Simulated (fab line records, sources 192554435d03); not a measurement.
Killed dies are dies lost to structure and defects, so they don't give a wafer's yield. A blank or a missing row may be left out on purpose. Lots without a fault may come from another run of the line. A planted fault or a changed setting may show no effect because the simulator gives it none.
Chamber matching | flow n5_finfet | N5_BEOL_M6_ETCH_72 on rie_diel-03: 4 sister chambers
The step etches underlayer in N2/H2, target depth 6.5 nm, time 5.2 s. 18 wafers are shown with their chamber, then 9 later ones without.

WAFERS WITH THEIR CHAMBER
wafer  | chamber | drypump_motor_current_A (A) | showerhead_plenum_p_Torr (Torr) | throttle_valve_pct (%)
L076.1 | 2       | 6.0                         | 2.42                            | 17.70
L076.2 | 0       | 6.3                         | 2.65                            | 18.26
L076.4 | 2       | 6.0                         | 2.42                            | 17.71
L077.1 | 2       | 6.0                         | 2.42                            | 17.70
L077.2 | 0       | 6.3                         | 2.65                            | 18.31
L077.5 | 1       | 5.2                         | 2.67                            | 17.36
L079.1 | 0       | 6.3                         | 2.65                            | 18.30
L079.2 | 3       | 5.6                         | 2.61                            | 18.26
L079.6 | 2       | 6.0                         | 2.42                            | 17.74
L082.1 | 0       | 6.3                         | 2.64                            | 18.33
L082.2 | 3       | 5.7                         | 2.60                            | 18.29
L082.6 | 3       | 5.6                         | 2.60                            | 18.28
L083.1 | 1       | 5.2                         | 2.67                            | 17.38
L083.2 | 2       | 6.0                         | 2.41                            | 17.74
L083.5 | 2       | 6.0                         | 2.41                            | 17.75
L084.2 | 2       | 6.0                         | 2.41                            | 17.73
L084.4 | 0       | 6.3                         | 2.64                            | 18.33
L084.5 | 3       | 5.6                         | 2.60                            | 18.25

SIGNATURES (means of the wafers above)
reading                  | chamber 0 | chamber 1 | chamber 2 | chamber 3 | scatter within a chamber
drypump_motor_current_A  | 6.300     | 5.200     | 6.000     | 5.625     | 0.0231
showerhead_plenum_p_Torr | 2.6460    | 2.6700    | 2.4157    | 2.6025    | 0.00512
throttle_valve_pct       | 18.3060   | 17.3700   | 17.7243   | 18.2700   | 0.0225
Rule: a wafer's distance from a chamber is the root of the sum, over the readings, of the square of ((its reading less the chamber's mean) divided by the reading's scatter). The wafer belongs to the nearest chamber; if the next one is less than 2 further off, it can't be placed. The scatter: the root of (the sum of the squares of (reading less its chamber's mean) over the shown wafers, divided by (wafers less chambers)).

WAFERS WITHOUT THEIR CHAMBER
wafer  | drypump_motor_current_A (A) | showerhead_plenum_p_Torr (Torr) | throttle_valve_pct (%)
L087.1 | 6.3                         | 2.63                            | 18.35
L087.4 | 6.0                         | 2.41                            | 17.79
L087.5 | 5.6                         | 2.59                            | 18.28
L091.2 | 6.3                         | 2.63                            | 18.36
L091.3 | 5.6                         | 2.59                            | 18.30
L091.5 | 6.0                         | 2.41                            | 17.79
L093.1 | 6.3                         | 2.63                            | 18.38
L093.5 | 5.2                         | 2.65                            | 17.43
L093.6 | 6.3                         | 2.63                            | 18.37

WHICH CHAMBER EACH WENT THROUGH
wafer  | from the rows above | in truth
L087.1 | 0                   | 0
L087.4 | 2                   | 2
L087.5 | 3                   | 3
L091.2 | 0                   | 0
L091.3 | 3                   | 3
L091.5 | 2                   | 2
L093.1 | 0                   | 0
L093.5 | 1                   | 1
L093.6 | 0                   | 0
Placed correctly: 9 of 9. Can't be placed from these rows: 0. Placed wrongly: 0.
